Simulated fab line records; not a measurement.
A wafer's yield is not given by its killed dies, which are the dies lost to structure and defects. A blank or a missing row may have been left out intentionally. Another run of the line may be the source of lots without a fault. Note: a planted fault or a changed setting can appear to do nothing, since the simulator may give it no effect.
Chamber matching :: flow n5_finfet :: N5_HKMG_FIN_PWFM_ALD_03 on ald_metal-03 has 4 sister chambers
The step deposits TiN, target thk 2 nm, pulse time 1 s, purge time 3 s. 8 wafers are shown with their chamber, then 9 later ones without.

== WAFERS, EACH WITH ITS CHAMBER ==
wafer: L084.3
chamber: 3
heater_power_w (W): 645
chamber_pressure_Torr (Torr): 3.004

wafer: L084.5
chamber: 2
heater_power_w (W): 1075
chamber_pressure_Torr (Torr): 2.995

wafer: L085.3
chamber: 0
heater_power_w (W): 731
chamber_pressure_Torr (Torr): 2.990

wafer: L085.4
chamber: 1
heater_power_w (W): 844
chamber_pressure_Torr (Torr): 2.995

wafer: L085.6
chamber: 3
heater_power_w (W): 668
chamber_pressure_Torr (Torr): 3.010

wafer: L086.2
chamber: 2
heater_power_w (W): 1050
chamber_pressure_Torr (Torr): 2.996

wafer: L086.3
chamber: 0
heater_power_w (W): 773
chamber_pressure_Torr (Torr): 3.007

wafer: L086.5
chamber: 1
heater_power_w (W): 848
chamber_pressure_Torr (Torr): 2.999

== WAFERS WITH NO CHAMBER GIVEN ==
wafer: L091.2
heater_power_w (W): 855
chamber_pressure_Torr (Torr): 3.003

wafer: L091.4
heater_power_w (W): 1064
chamber_pressure_Torr (Torr): 3.003

wafer: L091.6
heater_power_w (W): 653
chamber_pressure_Torr (Torr): 2.996

wafer: L092.3
heater_power_w (W): 670
chamber_pressure_Torr (Torr): 2.994

wafer: L092.4
heater_power_w (W): 1073
chamber_pressure_Torr (Torr): 3.008

wafer: L092.5
heater_power_w (W): 757
chamber_pressure_Torr (Torr): 2.992

wafer: L093.1
heater_power_w (W): 853
chamber_pressure_Torr (Torr): 2.993

wafer: L093.2
heater_power_w (W): 649
chamber_pressure_Torr (Torr): 3.015

wafer: L093.6
heater_power_w (W): 1076
chamber_pressure_Torr (Torr): 3.008

== EACH ONE'S CHAMBER ==
wafer: L091.2
from the rows above: 1
in truth: 1

wafer: L091.4
from the rows above: 2
in truth: 2

wafer: L091.6
from the rows above: 3
in truth: 3

wafer: L092.3
from the rows above: 3
in truth: 3

wafer: L092.4
from the rows above: 2
in truth: 2

wafer: L092.5
from the rows above: 0
in truth: 0

wafer: L093.1
from the rows above: 1
in truth: 1

wafer: L093.2
from the rows above: 3
in truth: 3

wafer: L093.6
from the rows above: 2
in truth: 2
Correctly placed: 9 of 9. From these rows, 0 cannot be placed. Number placed wrongly: 0.
How it was worked out, from the rows above alone: a wafer's distance from a chamber is the root of the sum, over the readings, of the square of ((its reading less the chamber's mean) divided by the reading's scatter). If the next closest chamber is less than 2 further off than the closest, the wafer can't be placed; otherwise it belongs to the closest. Each chamber's mean is taken over the wafers shown for it. How the scatter is found: for the shown wafers, subtract from each reading the mean of its chamber, square and add these, divide the total by (wafers less chambers), then take the root.
